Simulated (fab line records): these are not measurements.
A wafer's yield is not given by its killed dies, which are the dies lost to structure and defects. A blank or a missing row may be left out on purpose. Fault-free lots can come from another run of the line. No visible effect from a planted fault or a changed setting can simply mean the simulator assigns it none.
Split-lot study | flow n5_finfet | 7 lots, 21 wafers read, on a route of 1938 steps

SPLIT DETAILS
At N5_FIN_SAQP_COAT_50 (time 60 s, resist thk 35 nm), the setting spin_rpm was moved away from the recipe's 1500 rpm on 8 of the 21 wafers read, by -8.7% to +10.7%. All remaining wafers had this setting at the recipe value.

The reading is taken at the split's own step.

THE READING
SiARC_of_FIN_SAQP_COAT_50.thk_nm (the simulator's own value, which no gauge read), in nm, at N5_FIN_SAQP_COAT_50 (time 60 s, resist thk 35 nm). There is no usual value for it anywhere in the file. Across the 13 wafers here that went through the recipe, the average is 35.03 nm and the standard deviation 0.11 nm.

wafer  | tool, chamber at the split | spin_rpm as run, rpm | against the recipe | SiARC_of_FIN_SAQP_COAT_50.thk_nm, nm | against lot-mates on the recipe
L074.3 | litho_track-01, 0          | 1500                 | recipe             | 35.11                                | -
L074.4 | litho_track-01, 0          | 1652                 | +10.1%             | 33.63                                | -1.52
L074.6 | litho_track-01, 0          | 1500                 | recipe             | 35.2                                 | -
L075.1 | litho_track-02, 0          | 1500                 | recipe             | 35.02                                | -
L075.2 | litho_track-02, 0          | 1500                 | recipe             | 35                                   | -
L075.3 | litho_track-02, 0          | 1646                 | +9.7%              | 33.39                                | -1.62
L077.2 | litho_track-01, 0          | 1369                 | -8.7%              | 36.75                                | +1.84
L077.3 | litho_track-01, 0          | 1500                 | recipe             | 34.91                                | -
L077.5 | litho_track-01, 0          | 1369                 | -8.7%              | 36.69                                | +1.78
L078.2 | litho_track-03, 0          | 1500                 | recipe             | 34.92                                | -
L078.5 | litho_track-03, 0          | 1661                 | +10.7%             | 33.25                                | -1.67
L078.6 | litho_track-03, 0          | 1661                 | +10.7%             | 33.29                                | -1.63
L087.1 | litho_track-01, 0          | 1500                 | recipe             | 34.98                                | -
L087.3 | litho_track-01, 0          | 1500                 | recipe             | 35.01                                | -
L087.4 | litho_track-01, 0          | 1500                 | recipe             | 34.95                                | -
L092.3 | litho_track-01, 0          | 1583                 | +5.5%              | 34.09                                | -0.88
L092.4 | litho_track-01, 0          | 1500                 | recipe             | 35.01                                | -
L092.6 | litho_track-01, 0          | 1500                 | recipe             | 34.92                                | -
L097.1 | litho_track-03, 0          | 1500                 | recipe             | 35.19                                | -
L097.4 | litho_track-03, 0          | 1500                 | recipe             | 35.22                                | -
L097.5 | litho_track-03, 0          | 1414                 | -5.7%              | 36.25                                | +1.05

THE FIT
A straight line over all 21 wafers: SiARC_of_FIN_SAQP_COAT_50.thk_nm changes by -0.172 nm for each +1% of spin_rpm; r = -0.99; the points scatter about the line by 0.13 nm.
The same after taking each lot's own level away (the mean of its wafers on the recipe; 21 wafers): -0.172 nm for each +1%; r = -0.99; scatter 0.11 nm.
Per that fit: largest spin_rpm move, reading shift of 1.8 nm.
The span of the lots' own levels, 34.910 to 35.205 nm, comes to 2.8 times the standard deviation stated above.
So the lot-to-lot level changes the slope little: the two slopes agree.
Check: with one of the wafers moved furthest among these (+10.7%) left out of the fit, the line predicts -1.8 nm for it against its lot-mates. Against them it came out at -1.67 nm.

THE OTHER SPLITS THESE WAFERS WENT THROUGH
Note: prior to the reading, these wafers also went through further splits. Each is held against what the fit with the lots' levels taken away leaves over:
other split on the same wafers | wafers away from the commonest value | r with SiARC_of_FIN_SAQP_COAT_50.thk_nm (lot level and that fit taken away)
N5_ZERO_LAYER_COAT_05 spin_rpm | 4                                    | +0.45
N5_ZERO_LAYER_ETCH_18 bias_w   | 6                                    | -0.06

FILE'S OWN FIT
SiARC_of_FIN_SAQP_COAT_50.thk_nm changes by -0.167 nm for each +1% of spin_rpm, r = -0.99.
